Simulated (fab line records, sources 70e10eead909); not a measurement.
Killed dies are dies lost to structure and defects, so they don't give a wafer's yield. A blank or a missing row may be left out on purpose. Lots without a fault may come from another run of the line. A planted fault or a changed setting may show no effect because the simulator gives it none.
A struck lot beside a sound one | flow nand_harc | 15 steps out of a route of 1302
Sound: wafers L188.4, L188.5, L188.6. Struck: wafers L205.3, L205.4, L205.6. The cause comes at the end.
At each step with rows: each side's tool, then ch and its chambers, then its first start. Under that, the readings that differ: sound wafers | struck wafers | difference of the means | sigmas: that difference in standard deviations of wafers without a fault.
alike: readings whose means differ by less than 2 such deviations, and words and numbers that are the same on both sides. not compared: withheld readings, readings that some wafer has no value for, bounds like >300 that may hide the same value, and numbers for which the record gives no deviation and whose values overlap.
The two part at a step that has a row with sigmas, a row that says differs or no value, or rows on one side only. Numbers that don't overlap but have no deviation are shown without sigmas and don't part them. A reading that every wafer of one side lacks parts them only if that side has two wafers or more.

first, 4 steps without rows for these wafers: NHARC_A_ZERO_WELL_STRIP_14 (strips in SPM, time 900 s); NHARC_A_ZERO_WELL_IMPLANT_15; NHARC_A_ZERO_WELL_PRECLEAN_22 (cleans in SC1, time 60 s); NHARC_A_ZERO_WELL_SRD_23.
NHARC_A_ZERO_WELL_RTA_16: time 10 s.
  sound on rtp_anneal-02 ch 0, day 6 01:12; struck on rtp_anneal-01 ch 0, day 13 10:46
  reading             | sound          | struck         | difference | sigmas
  lamp_power_pct (%)  | 27.3 27.3 27.4 | 28.2 28.2 28.2 | +0.9       | +2
  lamp_zone_1_pct (%) | 27.3 27.3 27.3 | 28.2 28.2 28.2 | +0.9       | +2
  lamp_zone_4_pct (%) | 27.4 27.3 27.4 | 28.2 28.2 28.2 | +0.8       | +2
  alike: wafer_temp_C_max
NHARC_A_ZERO_WELL_INSPECT_17:
  sound on defect_inspect-01, day 6 01:19; struck on defect_inspect-01, day 13 10:55
  alike: raw_defect_count
then, 3 steps without rows for these wafers: NHARC_A_SOURCE_PLATE_PRECLEAN_00 (cleans in HF-LAST, time 60 s); NHARC_A_SOURCE_PLATE_SRD_01; NHARC_A_SOURCE_PLATE_OXIDE_02 (material SiO2, target thk 10 nm, ox time 1362 s).
NHARC_A_SOURCE_PLATE_THK_MEAS_09: measures by ellipsometry.
  sound on film_metro-01, day 6 08:38; struck on film_metro-01, day 13 20:22
  alike: thk_nm
then, 1 step without rows for these wafers: NHARC_A_SOURCE_PLATE_PVD_04 (deposits WSi2, target thk 50 nm).
NHARC_A_SOURCE_PLATE_CVD_03: deposits poly-Si, target thk 200 nm, time 4000 s.
  sound on lpcvd_poly-02 ch 0, day 6 11:11; struck on lpcvd_poly-01 ch 0, day 13 23:32
  reading                | sound                | struck               | difference | sigmas
  spike_tc_bottom_C (C)  | 635.6 636.0 636.6    | 628.9 629.5 627.3    | -7.5       | -3
  spike_tc_centre_C (C)  | 621.3 619.9 622.4    | 607.0 608.0 608.7    | -13.3      | -11
  spike_tc_lower_C (C)   | 619.9 620.1 618.9    | 608.9 608.8 608.0    | -11.1      | -11
  spike_tc_top_C (C)     | 637.9 637.9 636.4    | 628.5 627.4 627.7    | -9.5       | -4
  spike_tc_upper_C (C)   | 618.0 619.2 620.6    | 608.6 608.1 607.2    | -11.3      | -9
  tube_center_temp_C (C) | 619.99 619.94 619.92 | 607.78 607.77 607.68 | -12.21     | -99 or more
then, 1 step without rows for these wafers: NHARC_A_SOURCE_PLATE_ANNEAL_05 (time 1800 s).
NHARC_A_SOURCE_PLATE_THK_MEAS_06: measures by ellipsometry.
  sound on film_metro-01, day 6 21:42; struck on film_metro-02, day 14 11:21
  reading     | sound             | struck            | difference | sigmas
  thk_nm (nm) | 202.3 201.4 203.6 | 149.8 152.4 150.0 | -51.7      | -26
then, 1 step without rows for these wafers: NHARC_END_SORT_01.

WHERE THEY PART
First at NHARC_A_ZERO_WELL_RTA_16; last, within this record, at NHARC_A_SOURCE_PLATE_THK_MEAS_06.

WHY: what the simulator had put in
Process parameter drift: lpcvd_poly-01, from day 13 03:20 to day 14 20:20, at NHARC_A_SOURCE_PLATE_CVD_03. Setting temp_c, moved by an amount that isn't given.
